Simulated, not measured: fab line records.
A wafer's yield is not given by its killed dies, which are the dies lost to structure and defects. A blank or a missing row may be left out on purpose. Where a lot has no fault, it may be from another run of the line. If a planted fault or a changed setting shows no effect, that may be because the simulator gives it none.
Which of the tools did it? -- flow nandHarc -- 15 lots with 45 wafers sampled at 4 steps, on a route of 1302 steps

WHAT EACH GAUGE READ, for each wafer
The record lacks any reading of a measuring or inspecting step that a usual standard deviation could be used to judge.

TOOL THAT RAN EACH LOT (tool first, then ch and the chambers of the sampled wafers, then the start)
lot,NHARC_A_CONTACT_ETCH_114,NHARC_A_CONTACT_ETCH_118,NHARC_A_CONTACT_ETCH_122,NHARC_A_CONTACT_DEP_58
L235,"harCapEtch-03 ch 0,1, day 21 22:25","harCapEtch-03 ch 0,1, day 21 23:07","harCapEtch-03 ch 0,1, day 21 23:47","pecvd-01 ch 0,1,2, day 22 07:47"
L237,"harCapEtch-02 ch 0,1, day 23 02:43","harCapEtch-02 ch 0,1, day 23 03:23","harCapEtch-02 ch 0,1, day 23 04:04","pecvd-03 ch 0,1,2, day 23 09:44"
L238,"harCapEtch-01 ch 0,1, day 23 20:44","harCapEtch-01 ch 0,1, day 23 21:39","harCapEtch-01 ch 0,1, day 23 22:34","pecvd-04 ch 0,2, day 24 05:59"
L239,"harCapEtch-03 ch 0,1, day 23 22:26","harCapEtch-03 ch 0,1, day 23 23:21","harCapEtch-03 ch 0,1, day 24 00:16","pecvd-04 ch 0,1,2, day 24 08:09"
L243,"harCapEtch-03 ch 0, day 26 08:37","harCapEtch-03 ch 0, day 26 09:18","harCapEtch-03 ch 0, day 26 09:59","pecvd-04 ch 1,2, day 26 18:51"
L244,"harCapEtch-01 ch 0,1, day 26 09:29","harCapEtch-01 ch 0,1, day 26 10:10","harCapEtch-01 ch 0,1, day 26 10:50","pecvd-01 ch 0, day 26 19:14"
L245,"harCapEtch-01 ch 0,1, day 27 02:15","harCapEtch-01 ch 0,1, day 27 02:56","harCapEtch-01 ch 0,1, day 27 03:37","pecvd-01 ch 1,2, day 27 12:19"
L248,"harCapEtch-03 ch 0,1, day 28 04:41","harCapEtch-03 ch 0,1, day 28 05:37","harCapEtch-03 ch 0,1, day 28 06:31","pecvd-04 ch 1,2, day 28 14:54"
L249,"harCapEtch-01 ch 0,1, day 28 09:26","harCapEtch-01 ch 0,1, day 28 10:08","harCapEtch-01 ch 0,1, day 28 10:49","pecvd-03 ch 0,2, day 28 22:45"
L252,"harCapEtch-02 ch 0,1, day 29 00:04","harCapEtch-02 ch 0,1, day 29 00:44","harCapEtch-02 ch 0,1, day 29 01:25","pecvd-04 ch 0,1,2, day 29 13:03"
L251,"harCapEtch-03 ch 0,1, day 29 04:23","harCapEtch-03 ch 0,1, day 29 05:05","harCapEtch-03 ch 0,1, day 29 05:46","pecvd-03 ch 0,1,2, day 29 15:28"
L253,"harCapEtch-01 ch 0,1, day 30 04:16","harCapEtch-01 ch 0,1, day 30 04:57","harCapEtch-01 ch 0,1, day 30 05:38","pecvd-04 ch 1,2, day 30 11:14"
L254,"harCapEtch-02 ch 0, day 30 06:22","harCapEtch-02 ch 0, day 30 07:03","harCapEtch-02 ch 0, day 30 07:43","pecvd-03 ch 0,1,2, day 30 13:28"
L256,"harCapEtch-01 ch 0,1, day 30 23:55","harCapEtch-01 ch 0,1, day 31 00:37","harCapEtch-01 ch 0,1, day 31 01:17","pecvd-04 ch 0,2, day 31 07:21"
L255,"harCapEtch-02 ch 0,1, day 31 05:11","harCapEtch-02 ch 0,1, day 31 05:53","harCapEtch-02 ch 0,1, day 31 06:34","pecvd-04 ch 1,2, day 31 12:23"
- NHARC_A_CONTACT_ETCH_114: etches the open film in C4F8/O2/Ar, time 190 s, target depth 1850 nm.
- NHARC_A_CONTACT_ETCH_118: etches the open film in C4F8/O2/Ar, time 190 s, target depth 1850 nm.
- NHARC_A_CONTACT_ETCH_122: etches the open film in C4F8/O2/Ar, time 190 s, target depth 1850 nm.
- NHARC_A_CONTACT_DEP_58: deposits SiON, target thk 90 nm.

AS READ BY THE TOOLS THEMSELVES (means over the sampled wafers that have a number; for cases with no such wafer, the mark the record gives instead)
NHARC_A_CONTACT_DEP_58. Usual: chamberPressureTorr 3.499 Torr, standard deviation 0.0079; heaterPowerOuterW 429 W, standard deviation 36; heaterPowerW 709 W, standard deviation 78.
lot,tool,chamberPressureTorr (Torr),heaterPowerOuterW (W),heaterPowerW (W),flag
L235,pecvd-01,3.501,420,732,
L237,pecvd-03,3.497,436,720,
L238,pecvd-04,3.502,433,698,
L239,pecvd-04,3.501,416,691,
L243,pecvd-04,-,-,-,OFF
L244,pecvd-01,-,-,-,OFF
L245,pecvd-01,-,-,-,OFF
L248,pecvd-04,3.506,418,670,
L249,pecvd-03,3.499,412,608,
L252,pecvd-04,3.496,425,697,
L251,pecvd-03,3.499,456,738,
L253,pecvd-04,3.495,384,625,
L254,pecvd-03,3.498,453,731,
L256,pecvd-04,3.486,445,749,
L255,pecvd-04,3.497,377,607,

THE ANSWER, worked out from the rows above alone
Rule: take the mean of a lot's wafers that have a number; if it is more than 3 standard deviations from the usual mean, the lot is off. Also off: a lot with no number at a reading for which 4 or more lots have one. Any other lot the step has rows for is counted as sound. The gauges are gone through in route order, then the tools' own readings, and for those a lot's mean is taken as printed above. At the first step where some lot is off, the reading lying furthest off is the one used; lots without a number count as furthest.
Off: L243, L244, L245 (NHARC_A_CONTACT_DEP_58, chamberPressureTorr). Without a number there: L243, L244, L245.
If a tool, at that step or one of the process steps before it, ran each lot that is off and ran no sound lot following the first of them, it fits. Of those tried, none fits.

WHAT HAD BEEN PUT IN BY THE SIMULATOR
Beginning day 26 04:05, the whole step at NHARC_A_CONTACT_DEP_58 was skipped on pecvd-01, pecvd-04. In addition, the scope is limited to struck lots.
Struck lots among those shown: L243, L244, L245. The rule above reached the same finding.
